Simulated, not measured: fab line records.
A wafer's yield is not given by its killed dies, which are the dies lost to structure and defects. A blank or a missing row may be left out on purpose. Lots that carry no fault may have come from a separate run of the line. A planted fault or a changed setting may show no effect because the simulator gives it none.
The tool behind it: which one? :: flow n5-finfet :: route of 1938 steps, sampled at 1 step: 10 lots, 30 wafers

## WHAT EACH GAUGE READ, for each wafer
N5_BEOL_M9_INSPECT_30: inspects for defects (brightfield). Usual: 415 for raw-defect-count, sd 120.
lot: L160
measured: day 9 07:39
on: defect-inspect-01
raw-defect-count: 363 307 360
flag: 

lot: L161
measured: day 9 18:27
on: defect-inspect-02
raw-defect-count: 293 211 202
flag: 

lot: L162
measured: day 9 23:16
on: defect-inspect-02
raw-defect-count: 606 494 451
flag: 

lot: L163
measured: day 10 06:31
on: defect-inspect-01
raw-defect-count: 420 506 650
flag: 

lot: L164
measured: day 10 07:01
on: defect-inspect-01
raw-defect-count: 359 352 275
flag: 

lot: L171
measured: day 12 03:34
on: defect-inspect-02
raw-defect-count: 368 366 648
flag: 

lot: L170
measured: day 12 05:22
on: defect-inspect-01
raw-defect-count: 340 473 272
flag: 

lot: L172
measured: day 12 18:47
on: defect-inspect-01
raw-defect-count: 310 397 305
flag: 

lot: L173
measured: day 13 07:58
on: defect-inspect-01
raw-defect-count: 546 472 510
flag: 

lot: L174
measured: day 13 11:20
on: defect-inspect-01
raw-defect-count: 294 464 405
flag: 

## EACH LOT AND THE TOOL THAT RAN IT (in order: tool; ch and the chambers of the sampled wafers; start)
No process step before these readings appears in the record.

## WHAT THE TOOLS THEMSELVES READ (means of the sampled wafers that have a number; where no wafer has one, the mark that the record gives instead)
The record holds no such reading with a usual standard deviation.

## THE ANSWER, worked out from the rows above alone
Rule: take the mean of a lot's wafers that have a number; if it is more than 3 standard deviations from the usual mean, the lot is off. A lot without any number at a reading at which 4 lots or more have one is off too. All remaining lots with rows at the step are treated as sound. First the gauges in route order, then the tools' own readings, where a lot's mean is used as printed above. The first step at which some lot is off is used, and at that step the reading that is off furthest; a lot without a number counts as furthest.
No lot is off on any of the readings shown, so nothing can be concluded from this.

## WHAT THE SIMULATOR PUT IN
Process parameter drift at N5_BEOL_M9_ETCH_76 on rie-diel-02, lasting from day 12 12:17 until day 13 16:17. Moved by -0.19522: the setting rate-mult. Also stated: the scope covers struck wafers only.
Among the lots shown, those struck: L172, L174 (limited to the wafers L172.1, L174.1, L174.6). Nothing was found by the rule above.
